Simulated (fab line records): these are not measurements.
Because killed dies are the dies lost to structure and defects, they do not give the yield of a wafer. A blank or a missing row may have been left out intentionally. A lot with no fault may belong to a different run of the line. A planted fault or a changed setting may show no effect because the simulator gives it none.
Chamber matching | flow nand harc | NHARC_A_STAIRCASE_DEP_259 on pecvd-04 has 3 sister chambers
The step deposits SiON, target thk 30 nm. 14 wafers are shown with their chamber, then 7 later ones without.

## WAFERS PAIRED WITH THEIR CHAMBERS
wafer  | chamber | heater power w (W) | susceptor temp C (C)
L074.1 | 0       | 734                | 400.23
L074.3 | 1       | 698                | 399.89
L074.5 | 2       | 684                | 400.16
L075.1 | 2       | 662                | 399.80
L075.2 | 1       | 670                | 400.09
L075.3 | 0       | 882                | 399.59
L076.2 | 0       | 839                | 400.14
L076.3 | 1       | 793                | 400.06
L076.6 | 2       | 677                | 400.08
L081.1 | 0       | 829                | 400.45
L081.2 | 1       | 709                | 400.00
L081.4 | 1       | 723                | 400.30
L088.1 | 2       | 646                | 399.99
L088.2 | 0       | 836                | 399.75

SIGNATURES, as means of the wafers listed above
reading          | chamber 0 | chamber 1 | chamber 2 | scatter within a chamber
heater power w   | 824.00    | 718.60    | 667.25    | 43.8
susceptor temp C | 400.0320  | 400.0680  | 400.0075  | 0.246
Rule: distance of a wafer from a chamber = root of the sum over the readings of ((wafer's reading minus chamber's mean) / reading's scatter) squared. If the next closest chamber is less than 2 further off than the closest, the wafer can't be placed; otherwise it belongs to the closest. How the scatter is found: for the shown wafers, subtract from each reading the mean of its chamber, square and add these, divide the total by (wafers less chambers), then take the root.

## WAFERS MISSING THEIR CHAMBER
wafer  | heater power w (W) | susceptor temp C (C)
L088.4 | 664                | 400.00
L093.1 | 756                | 400.07
L093.2 | 578                | 400.25
L093.3 | 680                | 399.70
L094.1 | 785                | 400.01
L094.2 | 763                | 399.95
L094.3 | 636                | 399.97

## THE CHAMBER EACH PASSED THROUGH
wafer  | from the rows above          | in truth
L088.4 | can't be placed: 2 or 1      | 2
L093.1 | can't be placed: 1 or 0 or 2 | 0
L093.2 | can't be placed: 2 or 1      | 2
L093.3 | can't be placed: 2 or 1      | 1
L094.1 | can't be placed: 0 or 1 or 2 | 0
L094.2 | can't be placed: 1 or 0 or 2 | 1
L094.3 | can't be placed: 2 or 1      | 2
0 of 7 placed correctly. Cannot be placed on the basis of these rows: 7; the candidates contain the true chamber in 7. 0 placed wrongly.
